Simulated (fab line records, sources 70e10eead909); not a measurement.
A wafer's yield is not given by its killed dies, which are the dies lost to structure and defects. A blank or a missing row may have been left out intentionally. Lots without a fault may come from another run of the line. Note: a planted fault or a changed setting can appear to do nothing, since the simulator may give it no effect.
fab line records	flow nandHarc
record: lots: 24	wafers: 72	lastDay: 34
route steps=1302 shown A_ZERO_WELL@401 A_ONON_D1@441 A_CHANNEL_HOLE_D1@463 A_CHANNEL_FILL_D1@507
lots that met no fault: taken from a fault-free run of the same line
startH: hours from the record's opening day to when the first of the lot's shown wafers began	waitH: time in hours since the lot's previous step	" the same as in the row above	L1.1+2: several wafers, shown together as one row	- no value present, or no start provided	* or withheld: withheld	< > ~ a bound
route shown NAME@n: names a module that has steps shown in the file, with the first one's number in the route	usual: mean and standard deviation over wafers with no fault	same: alike in all rows	chamber/n: place in a boat	sites: the reading at each site	_std_site: standard deviation of those values	_edge_site: mean of outer sites minus mean of inner sites	radiusMm: how far each site lies from the wafer's centre	mask NAME#n: copy n	behind: the most recent tool/chamber to have shaped the wafer	hold: the reason the lot was held/the length of the hold in hours/how it ended	device: transistor that didn't switch, given as n, p or np	end of line: tests of these same wafers at the route's end	for a step that has no rows: nothing shown but its recipe	killed: at the first sort, the dies lost to defects and structure; wafer yield is something else	map: dies across one wafer; x = killed, . = not, _ = none there
set.NAME: the setting as run; set.NAME@STEP: as run at that earlier step	model.NAME: the simulator's own value behind a step, which no gauge read
steps of the route over a sample of lots; a table a step, a row a wafer
services: from which hour (startH, from the record's first day; less than 0 if before it) a tool's chamber was out of use, for how many hours, and why
== steps ==
step: NHARC_A_ZERO_WELL_CD_MEAS_10
recipe: targetCdNm: 2000	landingEnergyEv: 500
usual: cdNm: 2000.0/1.5
lot.wafer	tool	chamber	startH	waitH	cdNm
L075.1	cdSem-02	0	153.86	-	2000.3
L075.2	"	0	"	"	1999.5
L075.4	"	0	"	"	1999.9
L074.1	cdSem-03	0	155.48	-	1997.3
L074.3	"	0	"	"	1999.5
L074.4	"	0	"	"	1998.0
L077.1	cdSem-03	0	171.66	-	2000.3
L077.3	"	0	"	"	2002.0
L077.4	"	0	"	"	2002.0
L076.1	cdSem-01	0	172.02	-	2000.5
L076.2	"	0	"	"	1999.7
L076.6	"	0	"	"	2001.2
L078.2	cdSem-02	0	184.42	-	2002.7
L078.3	"	0	"	"	2000.6
L078.5	"	0	"	"	2000.1
L079.3	cdSem-02	0	198.58	-	1999.7
L079.4	"	0	"	"	2000.3
L079.6	"	0	"	"	1999.1
L080.4	cdSem-03	0	200.70	-	1998.2
L080.5	"	0	"	"	1999.4
L080.6	"	0	"	"	1999.8
L081.1	cdSem-02	0	206.24	-	2001.3
L081.2	"	0	"	"	2000.4
L081.5	"	0	"	"	1999.9
L082.2	cdSem-03	0	220.06	-	2002.8
L082.3	"	0	"	"	2001.2
L082.5	"	0	"	"	2003.5
L083.1	cdSem-01	0	224.82	-	1997.8
L083.3	"	0	"	"	2001.3
L083.5	"	0	"	"	1998.7
L084.2	cdSem-03	0	243.13	-	2001.1
L084.3	"	0	"	"	2001.6
L084.6	"	0	"	"	2000.8
L085.2	cdSem-02	0	249.08	-	1998.1
L085.3	"	0	"	"	1998.5
L085.6	"	0	"	"	1998.1
L086.1	cdSem-03	0	257.40	-	2001.2
L086.5	"	0	"	"	1999.9
L086.6	"	0	"	"	2001.9
L087.1	cdSem-03	0	267.23	-	1999.4
L087.2	"	0	"	"	1999.2
L087.5	"	0	"	"	1998.3
L088.1	cdSem-02	0	284.20	-	2001.1
L088.2	"	0	"	"	2001.8
L088.4	"	0	"	"	2001.4
L089.3	cdSem-02	0	289.99	-	1998.6
L089.4	"	0	"	"	1996.2
L089.5	"	0	"	"	1997.5
L090.2	cdSem-01	0	306.07	-	1998.6
L090.3	"	0	"	"	2000.4
L090.5	"	0	"	"	1999.2
L091.3	cdSem-02	0	314.76	-	1999.5
L091.5	"	0	"	"	1997.6
L091.6	"	0	"	"	1998.4
L092.2	cdSem-01	0	320.05	-	1998.1
L092.4	"	0	"	"	2000.3
L092.5	"	0	"	"	2000.1
L093.2	cdSem-01	0	328.74	-	2000.8
L093.4	"	0	"	"	1999.0
L093.6	"	0	"	"	1998.5
L094.3	cdSem-03	0	334.75	-	2001.7
L094.4	"	0	"	"	2002.9
L094.5	"	0	"	"	2000.2
L095.1	cdSem-01	0	346.08	-	2002.8
L095.2	"	0	"	"	2002.3
L095.5	"	0	"	"	2003.4
L096.1	cdSem-03	0	360.08	-	1999.5
L096.3	"	0	"	"	1999.7
L096.5	"	0	"	"	2000.5
L097.2	cdSem-03	0	374.90	-	1997.9
L097.3	"	0	"	"	1998.2
L097.6	"	0	"	"	1999.3
step: NHARC_A_ZERO_WELL_DESCUM_12
recipe: timeS: 3	o2FlowSccm: 200	arFlowSccm: 0	biasPowerW: 0	chemistry: O2
usual: drypumpMotorCurrentA: 5.8/0.54	oesProductAu: 1.001/0.0078	rfVppV: 57.5/0.87	showerheadPlenumPTorr: 1.88/0.094	throttleValvePct: 11.311/0.0081
lot.wafer	tool	chamber	startH	waitH	drypumpMotorCurrentA	oesProductAu	rfHoursCounterH	rfVppV	showerheadPlenumPTorr	throttleValvePct
L075.1	rieDiel-04	0	154.01	-	5.0	0.994	4	57.4	1.79	11.313
L075.2	"	1	"	"	6.5	0.992	4	57.5	2.05	11.306
L075.4	"	3	"	"	6.1	1.004	4	56.0	1.85	11.316
L074.4	rieDiel-04	3	155.65	-	6.1	1.010	4	58.4	1.85	11.308
L074.1	"	0	"	"	5.0	0.999	4	56.8	1.79	11.312
L074.3	"	1	"	"	6.5	0.995	4	56.9	2.05	11.313
L077.3	rieDiel-04	3	171.81	-	6.1	0.997	4	58.4	1.85	11.320
L077.4	"	0	"	"	5.0	1.004	5	56.5	1.79	11.301
L077.1	"	1	"	"	6.5	0.993	4	57.7	2.05	11.310
L076.1	rieDiel-02	0	172.19	-	4.8	1.020	24	58.3	1.86	11.312
L076.2	"	1	"	"	5.8	0.999	20	59.1	2.00	11.323
L076.6	"	3	"	"	5.8	1.007	-	57.0	1.90	11.303
L078.2	rieDiel-02	0	184.58	-	4.8	1.017	26	56.8	1.86	11.304
L078.3	"	3	"	"	5.8	1.001	19	57.2	1.90	11.316
L078.5	"	3	"	"	5.8	0.994	-	56.6	1.90	11.313
L079.4	rieDiel-04	3	198.74	-	6.1	0.991	0	58.3	1.85	11.307
L079.3	"	0	"	"	5.0	1.008	0	58.2	1.79	11.296
L079.6	"	3	"	"	6.1	0.994	-	58.8	1.85	11.299
L080.4	rieDiel-02	0	200.86	-	4.8	1.007	28	57.4	1.86	11.320
L080.6	"	3	"	"	5.9	0.995	-	57.6	1.90	11.314
L080.5	"	0	"	"	4.8	1.020	-	57.3	1.86	11.322
L081.1	rieDiel-04	1	206.42	-	6.5	0.992	1	57.5	2.05	11.308
L081.2	"	3	"	"	6.1	0.997	1	57.2	1.85	11.314
L081.5	"	1	"	"	6.5	0.999	-	58.5	2.05	11.318
L082.3	rieDiel-04	3	220.22	-	6.1	1.010	1	58.6	1.85	11.303
L082.2	"	0	"	"	5.0	1.012	1	56.8	1.79	11.321
L082.5	"	3	"	"	6.1	1.000	-	58.2	1.85	11.320
L083.3	rieDiel-04	2	224.99	-	5.8	1.003	1	56.3	1.80	11.308
L083.1	"	0	"	"	5.0	1.009	1	57.8	1.79	11.293
L083.5	"	2	"	"	5.8	1.002	-	57.4	1.80	11.314
L084.2	rieDiel-04	0	243.29	-	5.0	1.006	2	57.6	1.79	11.307
L084.3	"	2	"	"	5.8	0.996	2	58.5	1.80	11.309
L084.6	"	0	"	"	5.0	1.011	-	54.9	1.79	11.317
L085.3	rieDiel-04	2	249.23	-	5.8	1.004	3	58.3	1.80	11.316
L085.2	"	1	"	"	6.5	0.999	3	58.0	2.05	11.305
L085.6	"	3	"	"	6.1	1.007	-	57.6	1.85	11.309
L086.1	rieDiel-04	0	257.56	-	5.0	1.012	3	56.4	1.79	11.304
L086.6	"	3	"	"	6.1	1.007	-	56.0	1.85	11.307
L086.5	"	0	"	"	5.0	1.007	-	57.4	1.79	11.317
L087.2	rieDiel-04	3	267.39	-	6.1	0.998	3	57.7	1.85	11.327
L087.1	"	1	"	"	6.5	1.002	3	57.7	2.05	11.318
L087.5	"	3	"	"	6.1	1.000	-	57.1	1.85	11.301
L088.2	rieDiel-02	3	284.36	-	5.8	0.999	12	56.8	1.90	11.308
L088.4	"	0	"	"	4.8	1.007	12	56.5	1.86	11.318
L088.1	"	2	"	"	6.3	1.003	11	58.2	1.81	11.312
L089.4	rieDiel-02	2	290.14	-	6.3	0.993	11	57.5	1.81	11.311
L089.3	"	0	"	"	4.8	0.992	13	56.2	1.86	11.324
L089.5	"	3	"	"	5.8	1.005	-	59.1	1.90	11.305
L090.2	rieDiel-04	0	306.25	-	5.0	1.001	4	58.7	1.79	11.321
L090.3	"	1	"	"	6.5	0.994	4	58.2	2.05	11.307
L090.5	"	2	"	"	5.8	1.003	-	57.6	1.80	11.311
L091.3	rieDiel-04	2	314.93	-	5.8	1.006	5	56.3	1.80	11.297
L091.5	"	1	"	"	6.5	1.000	-	57.3	2.05	11.311
L091.6	"	2	"	"	5.8	0.994	-	56.3	1.80	11.325
L092.2	rieDiel-04	1	320.22	-	6.5	0.995	5	57.4	2.05	11.321
L092.4	"	3	"	"	6.1	0.997	-	57.5	1.85	11.311
L092.5	"	1	"	"	6.5	0.987	-	57.7	2.05	11.306
L093.2	rieDiel-04	2	328.90	-	5.8	1.001	5	57.4	1.80	11.320
L093.4	"	1	"	"	6.5	1.005	5	58.3	2.05	11.310
L093.6	"	3	"	"	6.1	1.011	-	56.9	1.85	11.299
L094.4	rieDiel-04	3	334.91	-	6.1	1.004	5	57.9	1.85	11.321
L094.3	"	1	"	"	6.5	0.983	5	57.6	2.05	11.306
L094.5	"	3	"	"	6.1	0.998	-	58.4	1.85	11.326
L095.2	rieDiel-04	1	346.25	-	6.5	0.997	5	58.1	2.05	11.302
L095.1	"	2	"	"	5.8	0.989	5	57.1	1.80	11.299
L095.5	"	1	"	"	6.5	0.990	-	59.1	2.05	11.306
L096.3	rieDiel-02	1	360.24	-	5.8	0.994	27	58.9	1.99	11.303
L096.1	"	0	"	"	4.8	1.008	30	57.4	1.85	11.304
L096.5	"	2	"	"	6.4	1.001	-	57.0	1.80	11.315
L097.3	rieDiel-02	1	375.05	-	5.8	1.011	28	58.5	1.99	11.313
L097.2	"	3	"	"	5.9	1.004	29	57.7	1.89	11.316
L097.6	"	2	"	"	6.3	1.012	-	57.6	1.80	11.311
step: NHARC_A_ONON_D1_THK_MEAS_24
recipe: thkMeasGauge: ellipsometry
usual: thkNm: 999/8.3
lot.wafer	tool	chamber	startH	waitH	thkNm
L075.1	filmMetro-01	-	187.83	-	994
L075.2	"	-	"	"	995
L075.4	"	-	"	"	996
L074.1	filmMetro-02	-	187.83	-	991
L074.3	"	-	"	"	992
L074.4	"	-	"	"	991
L077.1	filmMetro-02	-	204.40	-	998
L077.3	"	-	"	"	1000
L077.4	"	-	"	"	999
L076.1	filmMetro-01	-	204.40	-	996
L076.2	"	-	"	"	997
L076.6	"	-	"	"	998
L078.2	filmMetro-02	-	218.14	-	993
L078.3	"	-	"	"	994
L078.5	"	-	"	"	993
L080.4	filmMetro-02	-	233.33	-	1007
L080.5	"	-	"	"	1012
L080.6	"	-	"	"	1012
L079.3	filmMetro-01	-	233.34	-	1005
L079.4	"	-	"	"	1006
L079.6	"	-	"	"	1006
L081.1	filmMetro-02	-	243.13	-	993
L081.2	"	-	"	"	993
L081.5	"	-	"	"	992
L082.2	filmMetro-01	-	254.06	-	987
L082.3	"	-	"	"	987
L082.5	"	-	"	"	990
L083.1	filmMetro-01	-	266.33	-	998
L083.3	"	-	"	"	1000
L083.5	"	-	"	"	999
L084.2	filmMetro-01	-	276.29	-	985
L084.3	"	-	"	"	982
L084.6	"	-	"	"	985
L085.2	filmMetro-01	-	283.93	-	1011
L085.3	"	-	"	"	1011
L085.6	"	-	"	"	1012
L086.1	filmMetro-02	-	292.68	-	1007
L086.5	"	-	"	"	1008
L086.6	"	-	"	"	1007
L087.1	filmMetro-01	-	299.88	-	1000
L087.2	"	-	"	"	1000
L087.5	"	-	"	"	1001
L088.1	filmMetro-01	-	317.80	-	986
L088.2	"	-	"	"	987
L088.4	"	-	"	"	988
L089.3	filmMetro-01	-	323.26	-	1008
L089.4	"	-	"	"	1008
L089.5	"	-	"	"	1009
L090.2	filmMetro-02	-	343.05	-	1008
L090.3	"	-	"	"	1005
L090.5	"	-	"	"	1005
L091.3	filmMetro-02	-	348.09	-	1001
L091.5	"	-	"	"	1004
L091.6	"	-	"	"	1002
L092.2	filmMetro-02	-	353.89	-	989
L092.4	"	-	"	"	988
L092.5	"	-	"	"	986
L093.2	filmMetro-01	-	365.13	-	999
L093.4	"	-	"	"	997
L093.6	"	-	"	"	998
L094.3	filmMetro-02	-	370.86	-	1001
L094.4	"	-	"	"	1003
L094.5	"	-	"	"	1001
L095.1	filmMetro-01	-	386.77	-	1008
L095.2	"	-	"	"	1009
L095.5	"	-	"	"	1009
L096.1	filmMetro-01	-	400.38	-	999
L096.3	"	-	"	"	1001
L096.5	"	-	"	"	1000
L097.2	filmMetro-02	-	412.03	-	1011
L097.3	"	-	"	"	1011
L097.6	"	-	"	"	1009
step: NHARC_A_CHANNEL_HOLE_D1_OVL_MEAS_11
usual: overlayXNm: 0.1/0.61	overlayYNm: 0.0/0.71
lot.wafer	tool	chamber	startH	waitH	overlayXNm	overlayYNm
L074.1	overlay-01	-	193.73	-	0.4	-0.5
L074.3	"	-	"	"	0.0	-0.4
L074.4	"	-	"	"	-0.4	0.0
L075.1	overlay-01	-	195.52	-	0.3	-0.9
L075.2	"	-	"	"	0.2	-1.1
L075.4	"	-	"	"	0.1	-1.1
L077.1	overlay-02	-	209.85	-	0.6	-1.5
L077.3	"	-	"	"	0.9	-1.3
L077.4	"	-	"	"	1.5	-0.9
L076.1	overlay-01	-	210.69	-	-0.1	1.2
L076.2	"	-	"	"	0.3	0.4
L076.6	"	-	"	"	0.3	0.8
L078.2	overlay-02	-	222.87	-	1.2	-0.3
L078.3	"	-	"	"	1.0	-0.2
L078.5	"	-	"	"	1.8	-0.4
L080.4	overlay-01	-	237.79	-	-0.8	-1.0
L080.5	"	-	"	"	-0.8	-1.2
L080.6	"	-	"	"	-0.6	-1.3
L079.3	overlay-01	-	238.83	-	0.3	-0.5
L079.4	"	-	"	"	0.3	-0.7
L079.6	"	-	"	"	0.4	-1.3
L081.1	overlay-02	-	250.49	-	0.4	1.4
L081.2	"	-	"	"	0.4	1.2
L081.5	"	-	"	"	0.9	1.0
L082.2	overlay-01	-	260.12	-	0.4	0.4
L082.3	"	-	"	"	0.2	0.9
L082.5	"	-	"	"	0.5	0.8
L083.1	overlay-02	-	275.62	-	0.1	-0.4
L083.3	"	-	"	"	0.1	0.1
L083.5	"	-	"	"	0.2	-0.1
L084.2	overlay-01	-	283.05	-	-0.9	0.0
L084.3	"	-	"	"	0.0	0.3
L084.6	"	-	"	"	-0.2	0.3
L085.2	overlay-02	-	292.33	-	-0.9	-1.1
L085.3	"	-	"	"	-0.3	-0.7
L085.6	"	-	"	"	-1.0	-1.0
L086.1	overlay-01	-	297.09	-	0.3	0.2
L086.5	"	-	"	"	0.2	0.5
L086.6	"	-	"	"	0.6	0.3
L087.1	overlay-02	-	304.36	-	0.0	0.9
L087.2	"	-	"	"	0.1	0.4
L087.5	"	-	"	"	0.5	1.1
L088.1	overlay-01	-	322.92	-	0.1	0.3
L088.2	"	-	"	"	-0.6	-0.5
L088.4	"	-	"	"	0.0	-0.1
L089.3	overlay-01	-	330.99	-	0.3	0.6
L089.4	"	-	"	"	0.2	0.1
L089.5	"	-	"	"	0.3	0.0
L090.2	overlay-01	-	348.24	-	-0.9	-0.3
L090.3	"	-	"	"	-0.2	0.4
L090.5	"	-	"	"	-0.5	0.4
L091.3	overlay-02	-	353.79	-	-1.0	-0.2
L091.5	"	-	"	"	0.0	0.2
L091.6	"	-	"	"	-0.7	-0.4
L092.2	overlay-01	-	358.29	-	0.5	0.5
L092.4	"	-	"	"	1.2	0.7
L092.5	"	-	"	"	1.2	1.1
L093.2	overlay-01	-	369.66	-	-0.5	-0.2
L093.4	"	-	"	"	-0.1	0.4
L093.6	"	-	"	"	0.1	0.4
L094.3	overlay-01	-	375.39	-	-0.1	-0.3
L094.4	"	-	"	"	-0.2	-0.7
L094.5	"	-	"	"	0.1	-0.5
L095.1	overlay-02	-	391.26	-	-0.8	0.1
L095.2	"	-	"	"	0.3	0.0
L095.5	"	-	"	"	-0.8	0.5
L096.1	overlay-01	-	407.36	-	0.1	0.6
L096.3	"	-	"	"	0.4	1.0
L096.5	"	-	"	"	0.0	0.3
L097.2	overlay-01	-	421.24	-	0.8	0.5
L097.3	"	-	"	"	0.8	0.8
L097.6	"	-	"	"	0.9	0.7
step: NHARC_A_CHANNEL_FILL_D1_ALD_25
recipe: targetThkA: 600	pulseTimeS: 10	aldCycles: 600	tempC: 300	material: SiOx
usual: heaterPowerW: 470/56	precursorPulseHeightRel: 1.002/0.021
same: aldCycles: 600
lot.wafer	tool	chamber	startH	waitH	heaterPowerW	precursorPulseHeightRel
L075.1	aldHk-01	2	239.48	0.1	492	0.986
L075.4	"	3	"	"	521	0.999
L075.2	"	0	"	"	390	0.984
L074.4	aldHk-03	2	239.65	0.2	537	1.017
L074.3	"	3	"	"	536	1.014
L074.1	"	0	"	"	485	0.971
L077.3	aldHk-04	2	257.87	0.1	511	1.025
L077.1	"	3	"	"	505	1.045
L077.4	"	0	"	"	449	0.988
L076.2	aldHk-03	1	258.10	0.3	443	1.049
L076.1	"	3	259.33	1.5	534	1.038
L076.6	"	1	260.55	2.7	434	1.001
L078.3	aldHk-01	1	272.94	0.7	398	1.010
L078.2	"	2	"	"	495	0.988
L078.5	"	1	275.40	3.1	407	0.989
L079.3	aldHk-04	1	281.66	0.1	361	1.001
L079.4	"	2	"	"	495	1.000
L079.6	"	1	284.16	2.5	355	0.998
L080.4	aldHk-03	0	282.27	0.7	486	1.009
L080.6	"	3	284.13	2.5	542	1.018
L080.5	"	0	"	"	473	1.014
L081.1	aldHk-04	3	294.49	0.7	492	1.012
L081.2	"	0	"	"	423	0.978
L081.5	"	3	296.93	3.1	492	1.019
L082.3	aldHk-03	3	308.60	1.3	546	1.011
L082.2	"	0	"	"	502	0.987
L082.5	"	2	310.46	3.1	552	1.017
L083.3	aldHk-03	0	320.69	0.0	479	1.032
L083.1	"	2	321.92	1.3	539	1.008
L083.5	"	1	323.76	3.1	436	1.039
L084.3	aldHk-03	2	329.75	0.1	553	1.029
L084.2	"	1	331.61	1.9	430	1.047
L084.6	"	2	"	"	547	1.052
L085.3	aldHk-01	2	338.61	0.1	485	1.013
L085.2	"	0	341.09	2.5	378	1.029
L085.6	"	3	344.80	6.2	495	1.011
L086.1	aldHk-04	3	339.23	0.7	494	1.035
L086.5	"	2	341.07	2.5	480	0.969
L086.6	"	3	"	"	487	1.015
L087.1	aldHk-03	0	347.97	0.7	487	0.990
L087.2	"	2	349.22	1.9	545	1.037
L087.5	"	3	"	"	543	1.021
L088.2	aldHk-03	0	367.13	0.1	487	0.973
L088.1	"	1	"	"	439	1.011
L088.4	"	2	"	"	542	0.961
L089.4	aldHk-04	1	381.77	0.7	366	0.989
L089.3	"	2	"	"	479	1.014
L089.5	"	0	383.63	2.5	434	0.962
L090.3	aldHk-04	0	402.02	0.1	417	0.989
L090.2	"	3	405.72	3.8	502	0.991
L090.5	"	1	408.19	6.2	366	0.982
L091.3	aldHk-01	3	402.64	0.7	509	0.993
L091.5	"	2	404.48	2.5	489	1.019
L091.6	"	3	"	"	505	0.998
L092.2	aldHk-04	1	412.58	0.1	363	0.966
L092.4	"	3	413.81	1.3	497	1.024
L092.5	"	1	415.04	2.5	365	1.018
L093.2	aldHk-01	1	418.38	0.1	415	0.995
L093.4	"	0	420.22	1.9	380	0.979
L093.6	"	1	"	"	417	0.992
L094.4	aldHk-03	1	419.58	1.3	424	1.000
L094.3	"	2	420.79	2.5	541	0.978
L094.5	"	0	423.21	4.9	465	0.983
L095.1	aldHk-03	2	440.63	0.7	538	0.995
L095.2	"	0	441.86	1.9	472	0.968
L095.5	"	2	443.08	3.1	539	1.008
L096.1	aldHk-01	0	454.01	0.7	385	1.008
L096.3	"	2	455.23	1.9	488	0.992
L096.5	"	0	456.44	3.1	381	1.015
L097.3	aldHk-04	0	463.05	0.7	439	1.015
L097.2	"	1	"	"	369	0.982
L097.6	"	3	464.90	2.5	495	1.012
step: NHARC_A_CHANNEL_FILL_D1_CMP_10
recipe: targetThkNm: 150
usual: motorCurrentA: 12.0/1.2	timeToEndpointS: 15.7/2.1
lot.wafer	tool	chamber	startH	waitH	motorCurrentA	timeToEndpointS
L075.2	cmp-01	0	251.08	0.4	11.7	11.6
L075.1	"	2	"	"	12.9	12.3
L075.4	"	3	"	"	13.3	13.5
L074.1	cmp-02	0	251.08	0.4	13.2	15.4
L074.4	"	1	"	"	11.0	15.5
L074.3	"	3	"	"	11.4	15.0
L077.3	cmp-01	1	269.14	0.4	13.0	17.0
L077.1	"	2	"	"	13.0	17.3
L077.4	"	3	"	"	12.9	18.9
L076.2	cmp-02	2	269.14	0.4	10.1	15.9
L076.1	"	3	"	"	11.5	16.9
L076.6	"	3	"	"	11.5	15.8
L078.2	cmp-02	3	283.94	0.4	11.2	14.4
L078.3	"	0	"	"	13.6	14.5
L078.5	"	2	"	"	10.3	17.3
L079.4	cmp-01	3	292.97	0.4	12.3	15.5
L079.3	"	2	"	"	13.5	11.6
L079.6	"	3	"	"	12.8	17.1
L080.4	cmp-02	3	293.02	0.4	11.7	10.9
L080.5	"	1	"	"	11.2	14.7
L080.6	"	2	"	"	10.5	14.9
L081.1	cmp-01	0	305.13	0.4	11.7	12.4
L081.2	"	2	"	"	13.9	11.3
L081.5	"	1	"	"	11.9	11.0
L082.3	cmp-02	1	318.84	0.4	11.3	15.2
L082.2	"	0	"	"	13.3	18.9
L082.5	"	1	"	"	11.3	15.3
L083.1	cmp-01	2	332.00	0.4	13.9	15.6
L083.3	"	0	"	"	11.3	14.9
L083.5	"	2	"	"	14.1	13.8
L084.3	cmp-02	1	341.10	0.4	11.2	15.7
L084.2	"	2	"	"	10.4	18.3
L084.6	"	3	"	"	10.7	16.3
L086.1	cmp-01	2	349.98	0.4	13.7	16.1
L086.5	"	0	"	"	12.5	17.9
L086.6	"	1	"	"	12.6	15.7
L085.2	cmp-02	2	353.70	0.4	9.7	16.9
L085.3	"	3	"	"	11.0	17.0
L085.6	"	1	"	"	10.6	16.5
L087.2	cmp-02	1	358.74	0.4	10.9	18.5
L087.1	"	2	"	"	9.6	18.0
L087.5	"	0	"	"	13.9	19.9
L088.4	cmp-03	0	379.08	0.4	12.0	13.8
L088.2	"	2	"	"	10.1	18.0
L088.1	"	3	"	"	11.0	13.3
L089.3	cmp-02	0	392.49	0.4	13.3	18.4
L089.4	"	1	"	"	11.2	15.8
L089.5	"	1	"	"	11.8	17.4
L091.3	cmp-01	2	414.17	0.4	14.2	15.9
L091.5	"	1	"	"	12.1	18.1
L091.6	"	2	"	"	13.0	15.7
L090.2	cmp-03	0	417.05	0.4	11.9	16.2
L090.3	"	1	"	"	12.4	17.3
L090.5	"	3	"	"	10.8	16.3
L092.2	cmp-01	3	423.89	0.4	12.3	19.4
L092.4	"	2	"	"	13.8	16.2
L092.5	"	0	"	"	12.0	16.0
L093.2	cmp-03	1	429.92	0.4	12.5	15.0
L093.4	"	3	"	"	10.8	13.5
L093.6	"	1	"	"	12.3	13.7
L094.4	cmp-01	3	433.29	0.4	14.0	15.4
L094.3	"	2	"	"	13.5	13.7
L094.5	"	3	"	"	13.0	16.8
L095.1	cmp-02	2	451.46	0.4	10.5	14.4
L095.2	"	3	"	"	11.7	15.0
L095.5	"	2	"	"	10.4	16.8
L096.1	cmp-01	0	464.64	0.4	11.5	18.3
L096.3	"	1	"	"	12.8	12.8
L096.5	"	3	"	"	13.6	17.4
L097.2	cmp-01	2	474.44	0.4	13.0	16.8
L097.3	"	0	"	"	11.8	16.1
L097.6	"	2	"	"	14.0	17.2
== services ==
tool	chamber	startH	hours	kind
cmp-02	-	134.50	4.0	pm
cmp-01	-	134.93	1.0	repair
cmp-02	-	143.98	10.1	repair
rieDiel-04	2	163.77	6.1	repair
rieDiel-04	-	178.01	9.0	pm
cmp-01	-	185.50	4.0	pm
cmp-02	-	189.54	1.1	repair
cmp-02	-	192.11	0.9	repair
cmp-01	-	199.50	0.4	repair
cmp-01	-	208.58	2.7	repair
aldHk-03	-	214.83	1.1	repair
aldHk-03	-	217.40	10.0	pm
cmp-02	-	232.50	4.0	pm
cmp-01	-	278.75	1.0	repair
cmp-01	-	283.50	4.0	pm
rieDiel-04	0	311.10	9.9	repair
cmp-02	-	330.50	4.0	pm
cmp-01	-	350.85	1.3	repair
rieDiel-04	-	355.10	9.0	pm
cmp-01	-	367.00	0.5	repair
cmp-01	-	381.50	4.0	pm
cmp-01	-	393.57	10.2	repair
cmp-01	-	430.31	0.6	repair
rieDiel-04	3	469.57	7.2	repair
== key ==
fault none
